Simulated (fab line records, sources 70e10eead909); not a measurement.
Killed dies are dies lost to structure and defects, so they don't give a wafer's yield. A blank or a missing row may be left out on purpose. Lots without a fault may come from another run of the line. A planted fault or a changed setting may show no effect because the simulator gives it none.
Which tool did it? | flow nand_harc | 14 lots, 42 wafers sampled, at 1 step of a route of 1302

WHAT THE GAUGES READ, wafer by wafer
NHARC_A_M0_INSPECT_27. Usual: raw_defect_count 515, standard deviation 110.
lot  | measured     | on                | raw_defect_count | flag
L364 | day 22 23:35 | defect_inspect-01 | 425 530 488      |
L366 | day 24 05:50 | defect_inspect-02 | 532 509 392      |
L365 | day 24 08:43 | defect_inspect-02 | 460 444 580      |
L368 | day 24 18:43 | defect_inspect-01 | 465 580 699      |
L375 | day 28 18:25 | defect_inspect-02 | 595 464 569      |
L378 | day 28 22:22 | defect_inspect-02 | 532 661 550      |
L376 | day 28 22:41 | defect_inspect-02 | 475 600 462      |
L379 | day 29 11:35 | defect_inspect-02 | 694 412 595      |
L380 | day 30 12:07 | defect_inspect-01 | 467 542 386      |
L384 | day 31 02:58 | defect_inspect-01 | 340 402 376      |
L382 | day 31 04:34 | defect_inspect-02 | 618 591 585      |
L383 | day 31 08:10 | defect_inspect-02 | 580 557 421      |
L385 | day 31 19:49 | defect_inspect-02 | 501 582 653      |
L386 | day 32 09:55 | defect_inspect-01 | 434 399 460      |

WHICH TOOL RAN EACH LOT (tool, then ch and the chambers of the sampled wafers, then the start)
The record holds no process step before these readings.

WHAT THE TOOLS THEMSELVES READ (means of the sampled wafers that have a number; where no wafer has one, the mark that the record gives instead)
The record holds no such reading with a usual standard deviation.

THE ANSWER, worked out from the rows above alone
Rule: a lot is off if the mean of its wafers that have a number lies more than 3 standard deviations from the usual mean. A lot without any number at a reading at which 4 lots or more have one is off too. The other lots that the step has rows for count as sound. The gauges are gone through in route order, then the tools' own readings, and for those a lot's mean is taken as printed above. The first step at which some lot is off is used, and at that step the reading that is off furthest; a lot without a number counts as furthest.
No lot is off at any reading shown: from this, nothing can be told.

WHAT THE SIMULATOR HAD PUT IN
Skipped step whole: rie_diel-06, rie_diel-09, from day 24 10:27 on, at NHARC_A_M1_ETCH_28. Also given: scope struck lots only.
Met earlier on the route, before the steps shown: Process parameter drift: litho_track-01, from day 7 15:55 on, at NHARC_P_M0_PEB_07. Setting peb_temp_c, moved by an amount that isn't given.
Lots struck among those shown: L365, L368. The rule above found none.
